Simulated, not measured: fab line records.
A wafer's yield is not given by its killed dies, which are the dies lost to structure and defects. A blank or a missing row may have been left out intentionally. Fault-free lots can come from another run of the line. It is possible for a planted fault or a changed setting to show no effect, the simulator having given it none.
Matching of chambers + flow n5 finfet + 4 sister chambers for N5_FIN_SAQP_ETCH_57 on rie diel-02
The step etches SiNx in CH3F/O2, target depth 32.5 nm, time 46.4 s. 8 wafers are shown with their chamber, then 9 later ones without.

EACH WAFER AND ITS CHAMBER
| wafer  | chamber | showerhead plenum p Torr (Torr) | throttle valve pct (%) |
|--------|---------|---------------------------------|------------------------|
| L074.1 | 2       | 2.09                            | 16.67                  |
| L083.2 | 1       | 1.93                            | 16.32                  |
| L083.5 | 2       | 2.08                            | 16.71                  |
| L085.1 | 1       | 1.92                            | 16.33                  |
| L085.5 | 0       | 1.90                            | 16.45                  |
| L087.1 | 3       | 1.91                            | 16.82                  |
| L087.3 | 0       | 1.90                            | 16.47                  |
| L087.5 | 3       | 1.91                            | 16.82                  |

WAFERS WITHOUT THEIR CHAMBER
| wafer  | showerhead plenum p Torr (Torr) | throttle valve pct (%) |
|--------|---------------------------------|------------------------|
| L089.1 | 1.90                            | 16.48                  |
| L089.2 | 1.91                            | 16.85                  |
| L089.5 | 1.91                            | 16.82                  |
| L092.2 | 1.92                            | 16.36                  |
| L092.3 | 2.08                            | 16.73                  |
| L092.5 | 1.91                            | 16.84                  |
| L095.3 | 2.07                            | 16.75                  |
| L095.4 | 1.92                            | 16.37                  |
| L095.5 | 1.91                            | 16.86                  |

WHICH CHAMBER EACH ONE RAN IN
| wafer  | from the rows above | in truth |
|--------|---------------------|----------|
| L089.1 | 0                   | 0        |
| L089.2 | 3                   | 3        |
| L089.5 | 3                   | 3        |
| L092.2 | 1                   | 1        |
| L092.3 | 2                   | 2        |
| L092.5 | 3                   | 3        |
| L095.3 | 2                   | 2        |
| L095.4 | 1                   | 1        |
| L095.5 | 3                   | 3        |
Correctly placed: 9 of 9. From these rows, 0 cannot be placed. Wrongly placed: 0.
How it was worked out, from the rows above alone: a wafer's distance from a chamber is the root of the sum, over the readings, of the square of ((its reading less the chamber's mean) divided by the reading's scatter). If the next closest chamber is less than 2 further off than the closest, the wafer can't be placed; otherwise it belongs to the closest. The mean given for a chamber averages the wafers shown for that chamber. How the scatter is found: for the shown wafers, subtract from each reading the mean of its chamber, square and add these, divide the total by (wafers less chambers), then take the root.
